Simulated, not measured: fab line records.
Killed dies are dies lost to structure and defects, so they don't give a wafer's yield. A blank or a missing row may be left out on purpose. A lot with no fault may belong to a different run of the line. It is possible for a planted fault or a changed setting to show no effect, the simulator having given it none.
Chamber matching + flow nand harc + rie diel-11 running NHARC_P_CONTACT_ETCH_18: 4 sister chambers
The step etches the open film in C4F8/O2/Ar, target depth 481 nm, time 240.5 s. 4 wafers are shown with their chamber, then 7 later ones without.

WAFERS WITH THEIR CHAMBER
| wafer  | chamber | rf vpp V (V) |
|--------|---------|--------------|
| L900.3 | 3       | 970          |
| L901.5 | 0       | 974          |
| L908.1 | 2       | 971          |
| L908.2 | 1       | 985          |

WAFERS WITHOUT THEIR CHAMBER
| wafer  | rf vpp V (V) |
|--------|--------------|
| L908.6 | 972          |
| L911.2 | 985          |
| L911.3 | 970          |
| L911.5 | 971          |
| L917.4 | 984          |
| L918.4 | 972          |
| L919.1 | 971          |

THE CHAMBER EACH PASSED THROUGH
| wafer  | from the rows above          | in truth |
|--------|------------------------------|----------|
| L908.6 | can't be placed: 2 or 0 or 3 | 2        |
| L911.2 | 1                            | 1        |
| L911.3 | can't be placed: 3 or 2      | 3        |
| L911.5 | can't be placed: 2 or 3      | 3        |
| L917.4 | 1                            | 1        |
| L918.4 | can't be placed: 2 or 0 or 3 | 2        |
| L919.1 | can't be placed: 2 or 3      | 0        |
Correctly placed: 2 of 7. Not placeable from these rows: 5 (in 4, the candidates include the true chamber). 0 placed wrongly.
How it was worked out, from the rows above alone: a wafer's distance from a chamber is the root of the sum, over the readings, of the square of ((its reading less the chamber's mean) divided by the reading's scatter). If the next closest chamber is less than 2 further off than the closest, the wafer can't be placed; otherwise it belongs to the closest. Each chamber's mean is taken over the wafers shown for it. The scatter: with one shown wafer a chamber, the root of the mean of the squares of how far each hidden wafer lies from its nearest shown one.
